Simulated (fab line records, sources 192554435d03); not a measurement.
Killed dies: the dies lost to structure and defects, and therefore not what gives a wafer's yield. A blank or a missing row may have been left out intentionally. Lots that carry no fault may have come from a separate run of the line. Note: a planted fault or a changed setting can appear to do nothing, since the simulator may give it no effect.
Matching of chambers -- flow n5_finfet -- cmp-01 running N5_BEOL_M2_CMP_52: 4 sister chambers
The step polishes, stops on SiOC, t overpolish 6.8 s, target thk 40 nm. 8 wafers are shown with their chamber, then 12 later ones without.

== WAFERS, EACH WITH ITS CHAMBER ==
wafer,chamber,motor_current_A (A),time_to_endpoint_s (s)
L084.6,1,7.5,61.7
L088.4,1,7.2,63.5
L088.1,2,7.6,57.9
L088.3,0,6.7,59.6
L088.6,3,6.8,62.4
L092.1,3,6.8,67.2
L092.2,2,7.8,65.7
L092.3,0,6.8,61.3

== WAFERS MISSING THEIR CHAMBER ==
wafer,motor_current_A (A),time_to_endpoint_s (s)
L093.2,7.5,62.1
L093.3,6.2,62.5
L093.4,6.8,60.5
L091.1,7.8,64.1
L091.2,6.4,62.3
L091.3,6.6,63.0
L096.1,6.8,62.5
L096.2,7.4,68.9
L096.4,6.2,65.5
L096.3,8.1,64.6
L096.5,6.5,62.3
L096.6,6.3,65.7

== CHAMBER TAKEN BY EACH ==
wafer,from the rows above,in truth
L093.2,can't be placed: 1 or 2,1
L093.3,can't be placed: 0 or 3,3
L093.4,can't be placed: 0 or 3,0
L091.1,2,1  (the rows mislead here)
L091.2,can't be placed: 0 or 3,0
L091.3,can't be placed: 0 or 3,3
L096.1,can't be placed: 3 or 0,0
L096.2,can't be placed: 1 or 2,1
L096.4,can't be placed: 0 or 3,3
L096.3,2,2
L096.5,can't be placed: 0 or 3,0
L096.6,can't be placed: 0 or 3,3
Correctly placed: 1 of 12. These rows do not allow placing 10 (true chamber among the candidates in 10). Placed wrongly: 1.
How it was worked out, from the rows above alone: a wafer's distance from a chamber is the root of the sum, over the readings, of the square of ((its reading less the chamber's mean) divided by the reading's scatter). The wafer belongs to the nearest chamber; if the next one is less than 2 further off, it can't be placed. The mean given for a chamber averages the wafers shown for that chamber. How the scatter is found: for the shown wafers, subtract from each reading the mean of its chamber, square and add these, divide the total by (wafers less chambers), then take the root.
